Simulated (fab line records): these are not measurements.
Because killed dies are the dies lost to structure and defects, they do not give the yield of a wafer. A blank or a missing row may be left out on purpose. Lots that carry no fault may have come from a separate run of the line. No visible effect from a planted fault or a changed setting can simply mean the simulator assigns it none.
Matching of chambers / flow nand-harc / NHARC_A_SLIT_PRECLEAN_19 on wet-bench-02 has 8 sister chambers
The step cleans in SC1. 13 wafers are shown with their chamber, then 8 later ones without.

WAFERS, EACH WITH ITS CHAMBER
wafer=L465.2 chamber=1 sc1-h2o2-end-mol-l=0.3691
wafer=L469.4 chamber=4 sc1-h2o2-end-mol-l=0.3709
wafer=L469.5 chamber=2 sc1-h2o2-end-mol-l=0.3694
wafer=L468.2 chamber=7 sc1-h2o2-end-mol-l=0.3703
wafer=L468.3 chamber=0 sc1-h2o2-end-mol-l=0.3708
wafer=L468.6 chamber=4 sc1-h2o2-end-mol-l=0.3700
wafer=L470.1 chamber=3 sc1-h2o2-end-mol-l=0.3703
wafer=L470.3 chamber=6 sc1-h2o2-end-mol-l=0.3701
wafer=L470.5 chamber=1 sc1-h2o2-end-mol-l=0.3705
wafer=L477.1 chamber=5 sc1-h2o2-end-mol-l=0.3700
wafer=L477.2 chamber=3 sc1-h2o2-end-mol-l=0.3690
wafer=L477.4 chamber=2 sc1-h2o2-end-mol-l=0.3691
wafer=L479.4 chamber=5 sc1-h2o2-end-mol-l=0.3692

WAFERS WITHOUT THEIR CHAMBER
wafer=L479.5 sc1-h2o2-end-mol-l=0.3700
wafer=L479.6 sc1-h2o2-end-mol-l=0.3703
wafer=L481.1 sc1-h2o2-end-mol-l=0.3711
wafer=L481.4 sc1-h2o2-end-mol-l=0.3700
wafer=L481.5 sc1-h2o2-end-mol-l=0.3692
wafer=L484.1 sc1-h2o2-end-mol-l=0.3692
wafer=L484.3 sc1-h2o2-end-mol-l=0.3692
wafer=L484.4 sc1-h2o2-end-mol-l=0.3700

EACH ONE'S CHAMBER
wafer=L479.5; from the rows above=can't be placed: 6 or 1 or 7 or 3 or 5 or 4 or 2 or 0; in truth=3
wafer=L479.6; from the rows above=can't be placed: 7 or 4 or 6 or 0 or 1 or 3 or 5 or 2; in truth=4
wafer=L481.1; from the rows above=can't be placed: 0 or 4 or 7 or 6 or 1 or 3 or 5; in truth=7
wafer=L481.4; from the rows above=can't be placed: 6 or 1 or 7 or 3 or 5 or 4 or 2 or 0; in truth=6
wafer=L481.5; from the rows above=can't be placed: 2 or 5 or 3 or 1 or 6 or 7 or 4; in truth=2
wafer=L484.1; from the rows above=can't be placed: 2 or 5 or 3 or 1 or 6 or 7 or 4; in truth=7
wafer=L484.3; from the rows above=can't be placed: 2 or 5 or 3 or 1 or 6 or 7 or 4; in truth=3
wafer=L484.4; from the rows above=can't be placed: 6 or 1 or 7 or 3 or 5 or 4 or 2 or 0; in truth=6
Correctly placed: 0 of 8. Unplaceable from these rows: 8, with the true chamber sitting among the candidates in 8. Wrongly placed: 0.
How it was worked out, from the rows above alone: a wafer's distance from a chamber is the root of the sum, over the readings, of the square of ((its reading less the chamber's mean) divided by the reading's scatter). If the next closest chamber is less than 2 further off than the closest, the wafer can't be placed; otherwise it belongs to the closest. A chamber's mean is the mean of its shown wafers. The scatter: the root of (the sum of the squares of (reading less its chamber's mean) over the shown wafers, divided by (wafers less chambers)).
